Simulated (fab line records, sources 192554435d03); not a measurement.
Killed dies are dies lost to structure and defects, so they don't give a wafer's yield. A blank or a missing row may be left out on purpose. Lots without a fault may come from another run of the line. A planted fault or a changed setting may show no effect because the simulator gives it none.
Which tool did it? | flow n5_finfet | 10 lots, 27 wafers sampled, at 5 steps of a route of 1938

WHAT THE GAUGES READ, wafer by wafer
N5_BEOL_M4_RC_MEAS_101. Usual: DIBL_N 36.5 mV/V, standard deviation 2.2; DIBL_P 36.9 mV/V, standard deviation 2.9; IOFF_N 0.17 nA/um, standard deviation 0.044; IOFF_P 0.22 nA/um, standard deviation 0.052; ION_N 671 uA/um, standard deviation 16; ION_P 461 uA/um, standard deviation 10; SS_N 71.6 mV/dec, standard deviation 0.73; SS_P 73.5 mV/dec, standard deviation 0.79; VT_N 250 mV, standard deviation 4.1; VT_P -250 mV, standard deviation 4.1.
lot  | measured     | on        | DIBL_N (mV/V)  | DIBL_P (mV/V)  | IOFF_N (nA/um) | IOFF_P (nA/um) | ION_N (uA/um) | ION_P (uA/um) | SS_N (mV/dec)  | SS_P (mV/dec)  | VT_N (mV)   | VT_P (mV)      | flag
L726 | day 9 17:33  | prober-02 | 35.4 36.6 31.5 | 33.8 36.8 31.6 | 0.14 0.15 0.09 | 0.16 0.21 0.14 | 645 653 640   | 443 449 446   | 71.9 72.1 70.9 | 72.2 73.5 71.8 | 251 252 257 | -253 -249 -253 |
L728 | day 9 21:05  | prober-01 | 37.5 34.3 36.0 | 38.7 35.8 36.9 | 0.20 0.14 0.16 | 0.24 0.20 0.20 | 692 654 671   | 466 450 457   | 72.0 71.6 72.1 | 74.6 73.7 73.9 | 246 253 251 | -251 -252 -249 |
L729 | day 10 03:28 | prober-01 | 37.2 33.1 36.8 | 36.5 31.3 36.6 | 0.16 0.11 0.16 | 0.25 0.18 0.24 | 671 648 660   | 462 447 462   | 71.9 71.2 71.2 | 73.6 73.2 73.8 | 252 255 250 | -246 -248 -247 |
L730 | day 11 02:48 | prober-01 | 35.8 37.1 34.8 | 35.2 38.6 32.0 | 0.14 0.16 0.13 | 0.19 0.24 0.14 | 670 652 638   | 454 453 436   | 71.9 72.5 72.4 | 73.4 73.8 72.6 | 253 248 258 | -253 -250 -258 |
L733 | day 11 20:53 | prober-01 | 33.4 38.8 36.5 | 32.6 38.4 35.0 | 0.11 0.19 0.14 | 0.14 0.21 0.17 | 661 669 657   | 448 446 454   | 70.1 72.4 71.5 | 73.1 73.8 72.4 | 256 251 254 | -258 -252 -255 |
L734 | day 11 18:34 | prober-02 | 33.5 37.1      | 34.2 38.5      | 0.13 0.20      | 0.19 0.26      | 665 674       | 461 464       | 71.0 72.0      | 72.3 73.7      | 251 246     | -248 -246      |
L736 | day 12 04:52 | prober-02 | 35.5 36.0      | 35.7 36.9      | 0.13 0.14      | 0.18 0.20      | 670 668       | 458 454       | 71.1 71.4      | 73.5 73.4      | 252 254     | -253 -252      |
L740 | day 13 09:13 | prober-01 | 32.5 40.5 35.3 | 32.7 41.8 35.7 | 0.11 0.22 0.14 | 0.14 0.26 0.18 | 658 677 657   | 455 461 453   | 69.8 72.3 70.3 | 71.9 75.3 73.5 | 252 247 251 | -255 -249 -253 |
L741 | day 13 08:51 | prober-02 | 38.8 34.6 36.5 | 40.5 34.3 37.3 | 0.21 0.13 0.18 | 0.25 0.16 0.20 | 686 652 669   | 460 445 453   | 72.5 71.5 71.7 | 73.7 72.7 73.7 | 245 253 245 | -250 -253 -250 |
L742 | day 14 03:44 | prober-02 | 35.1 40.6      | 34.2 41.2      | 0.16 0.31      | 0.24 0.38      | 682 707       | 478 487       | 71.1 72.5      | 72.9 74.8      | 251 241     | -243 -238      |

WHICH TOOL RAN EACH LOT (tool, then ch and the chambers of the sampled wafers, then the start)
lot  | N5_BEOL_M0_PRE_CLEAN_131         | N5_BEOL_M1_HM_DEP_02         | N5_BEOL_M1_STRIP_19                | N5_BEOL_M1_COAT_67
L726 | cvd_co-02 ch 0,1,2, day 7 00:08  | pvd_sputter-03, day 7 01:07  | rie_diel-01 ch 0,1,2, day 7 02:08  | litho_track-04 ch 0, day 7 02:14
L728 | cvd_co-02 ch 0,1, day 7 14:47    | pvd_sputter-02, day 7 15:50  | rie_diel-03 ch 0,3, day 7 16:50    | litho_track-04 ch 0, day 7 16:57
L729 | cvd_co-01 ch 0,2, day 7 16:32    | pvd_sputter-02, day 7 19:05  | rie_diel-03 ch 1,2, day 7 20:05    | litho_track-03 ch 0, day 7 20:11
L730 | cvd_co-01 ch 1,2, day 8 01:18    | pvd_sputter-01, day 8 04:41  | rie_diel-01 ch 2,3, day 8 05:45    | litho_track-04 ch 0, day 8 05:51
L733 | cvd_co-01 ch 0,2, day 9 01:01    | pvd_sputter-02, day 9 01:53  | rie_diel-01 ch 1,2,3, day 9 02:45  | litho_track-02 ch 0, day 9 02:52
L734 | cvd_co-02 ch 1,2, day 9 01:05    | pvd_sputter-02, day 9 04:18  | rie_diel-03 ch 1,2, day 9 05:31    | litho_track-03 ch 0, day 9 05:37
L736 | cvd_co-02 ch 1,2, day 9 19:30    | pvd_sputter-03, day 9 20:14  | rie_diel-03 ch 0,1, day 9 21:17    | litho_track-04 ch 0, day 9 21:23
L740 | cvd_co-02 ch 0,1,2, day 10 15:58 | pvd_sputter-01, day 10 17:41 | rie_diel-04 ch 1,2,3, day 10 19:20 | litho_track-03 ch 0, day 10 19:27
L741 | cvd_co-02 ch 0,1,2, day 10 19:12 | pvd_sputter-03, day 10 20:10 | rie_diel-04 ch 0,1,2, day 10 21:10 | litho_track-03 ch 0, day 10 21:17
L742 | cvd_co-01 ch 0, day 11 05:40     | pvd_sputter-03, day 11 07:03 | rie_diel-04 ch 0,3, day 11 09:11   | litho_track-02 ch 0, day 11 09:18
- N5_BEOL_M0_PRE_CLEAN_131: time 15 s.
- N5_BEOL_M1_HM_DEP_02: deposits TiN, target thk 20 nm.
- N5_BEOL_M1_STRIP_19: strips in O2.
- N5_BEOL_M1_COAT_67: time 60 s, resist thk 60 nm.

WHAT THE TOOLS THEMSELVES READ (means of the sampled wafers that have a number; where no wafer has one, the mark that the record gives instead)
N5_BEOL_M0_PRE_CLEAN_131. Usual: heater_power_w 78 W, standard deviation 17; rf_fwd_power_W 296.3 W, standard deviation 1.4.
lot  | tool      | heater_power_w (W) | rf_fwd_power_W (W) | flag
L726 | cvd_co-02 | 80                 | 295.2              |
L728 | cvd_co-02 | 73                 | 294.8              |
L729 | cvd_co-01 | 82                 | 297.9              |
L730 | cvd_co-01 | 66                 | 295.7              |
L733 | cvd_co-01 | 81                 | 297.2              |
L734 | cvd_co-02 | 92                 | 294.9              |
L736 | cvd_co-02 | 91                 | 295.7              |
L740 | cvd_co-02 | 81                 | 295.8              |
L741 | cvd_co-02 | 80                 | 296.4              |
L742 | cvd_co-01 | 88                 | 299.1              |

N5_BEOL_M1_HM_DEP_02. Usual: substrate_temp_c 25.01 C, standard deviation 0.11; throttle_valve_pct 30.2 %, standard deviation 0.75.
lot  | tool           | substrate_temp_c (C) | throttle_valve_pct (%) | flag
L726 | pvd_sputter-03 | 25.07                | 29.6                   |
L728 | pvd_sputter-02 | 25.15                | 30.5                   |
L729 | pvd_sputter-02 | 25.02                | 30.9                   |
L730 | pvd_sputter-01 | 24.93                | 30.3                   |
L733 | pvd_sputter-02 | 24.95                | 30.2                   |
L734 | pvd_sputter-02 | 24.95                | 30.4                   |
L736 | pvd_sputter-03 | 25.05                | 29.4                   |
L740 | pvd_sputter-01 | 24.99                | 29.4                   |
L741 | pvd_sputter-03 | 25.02                | 29.8                   |
L742 | pvd_sputter-03 | 25.09                | 29.8                   |

N5_BEOL_M1_STRIP_19. Usual: drypump_motor_current_A 5.5 A, standard deviation 0.5; oes_product_au 0.81 a.u., standard deviation 0.092; rf_vpp_V 3.6 V, standard deviation 0.43; showerhead_plenum_p_Torr 2.08 Torr, standard deviation 0.069; throttle_valve_pct 16.68 %, standard deviation 0.2.
lot  | tool        | drypump_motor_current_A (A) | oes_product_au (a.u.) | rf_vpp_V (V) | showerhead_plenum_p_Torr (Torr) | throttle_valve_pct (%) | flag
L726 | rie_diel-01 | 5.3                         | 0.80                  | 3.4          | 2.01                            | 16.81                  |
L728 | rie_diel-03 | 5.4                         | 0.91                  | 3.6          | 2.16                            | 16.46                  |
L729 | rie_diel-03 | 5.4                         | 0.76                  | 4.0          | 2.09                            | 16.86                  |
L730 | rie_diel-01 | 5.6                         | 0.95                  | 3.8          | 2.13                            | 16.35                  |
L733 | rie_diel-01 | 5.4                         | 0.86                  | 3.6          | 2.07                            | 16.58                  |
L734 | rie_diel-03 | 5.3                         | 0.77                  | 3.2          | 2.09                            | 16.84                  |
L736 | rie_diel-03 | 5.3                         | 0.80                  | 4.0          | 2.16                            | 16.70                  |
L740 | rie_diel-04 | 5.6                         | 0.74                  | 3.4          | 2.05                            | 16.75                  |
L741 | rie_diel-04 | 5.2                         | 0.79                  | 4.0          | 2.06                            | 16.67                  |
L742 | rie_diel-04 | 5.8                         | 0.81                  | 3.2          | 2.08                            | 16.66                  |

N5_BEOL_M1_COAT_67. Usual: heater_power_total_W 500.7 W, standard deviation 1.8; plate_temp_C 249.97 C, standard deviation 0.17; spin_speed_rpm 1499.9 rpm, standard deviation 0.95.
lot  | tool           | heater_power_total_W (W) | plate_temp_C (C) | spin_speed_rpm (rpm) | flag
L726 | litho_track-04 | 500.6                    | 250.15           | 1499.3               |
L728 | litho_track-04 | 502.2                    | 249.89           | 1500.6               |
L729 | litho_track-03 | 502.3                    | 249.79           | 1499.9               |
L730 | litho_track-04 | 499.3                    | 249.89           | 1498.4               |
L733 | litho_track-02 | 501.2                    | 250.22           | 1499.5               |
L734 | litho_track-03 | 499.8                    | 249.75           | 1501.5               |
L736 | litho_track-04 | 500.7                    | 249.99           | 1499.5               |
L740 | litho_track-03 | 488.0                    | 244.77           | 1500.0               | OFF
L741 | litho_track-03 | 487.7                    | 244.77           | 1500.4               | OFF
L742 | litho_track-02 | 501.9                    | 249.73           | 1500.8               |

THE ANSWER, worked out from the rows above alone
Rule: a lot is off if the mean of its wafers that have a number lies more than 3 standard deviations from the usual mean. A lot without any number at a reading at which 4 lots or more have one is off too. The other lots that the step has rows for count as sound. The gauges are gone through in route order, then the tools' own readings, and for those a lot's mean is taken as printed above. The first step at which some lot is off is used, and at that step the reading that is off furthest; a lot without a number counts as furthest.
Off: L740, L741, at N5_BEOL_M1_COAT_67 (plate_temp_C).
A tool fits if, at that step or a process step before it, it ran every lot that is off, and no sound lot after the first of them. Can't be told from this: 2 tools fit, cvd_co-02 at N5_BEOL_M0_PRE_CLEAN_131, litho_track-03 at N5_BEOL_M1_COAT_67.

WHAT THE SIMULATOR HAD PUT IN
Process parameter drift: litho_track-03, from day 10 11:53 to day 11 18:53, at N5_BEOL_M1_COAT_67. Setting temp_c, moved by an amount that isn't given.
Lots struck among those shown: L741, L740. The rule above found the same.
